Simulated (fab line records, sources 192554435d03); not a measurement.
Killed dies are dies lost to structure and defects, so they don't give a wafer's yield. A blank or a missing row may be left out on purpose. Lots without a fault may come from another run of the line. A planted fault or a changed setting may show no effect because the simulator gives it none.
Chamber matching | flow n5_finfet | N5_BEOL_M0_STRIP_104 on rie_diel-01: 4 sister chambers
The step strips in N2/H2. 4 wafers are shown with their chamber, then 8 later ones without.

WAFERS WITH THEIR CHAMBER
wafer  | chamber | drypump_motor_current_A (A)
L086.3 | 2       | 5.7
L086.4 | 3       | 5.8
L090.6 | 1       | 6.6
L092.1 | 0       | 6.3

WAFERS WITHOUT THEIR CHAMBER
wafer  | drypump_motor_current_A (A)
L092.2 | 5.7
L092.3 | 5.8
L094.3 | 6.3
L094.4 | 5.7
L094.6 | 5.7
L095.2 | 6.3
L095.5 | 5.7
L095.6 | 6.5

WHICH CHAMBER EACH WENT THROUGH
wafer  | from the rows above | in truth
L092.2 | 2                   | 2
L092.3 | 3                   | 3
L094.3 | 0                   | 0
L094.4 | 2                   | 2
L094.6 | 2                   | 2
L095.2 | 0                   | 0
L095.5 | 2                   | 2
L095.6 | 1                   | 1
Placed correctly: 8 of 8. Can't be placed from these rows: 0. Placed wrongly: 0.
How it was worked out, from the rows above alone: a wafer's distance from a chamber is the root of the sum, over the readings, of the square of ((its reading less the chamber's mean) divided by the reading's scatter). The wafer belongs to the nearest chamber; if the next one is less than 2 further off, it can't be placed. A chamber's mean is the mean of its shown wafers. The scatter: with one shown wafer a chamber, the root of the mean of the squares of how far each hidden wafer lies from its nearest shown one.
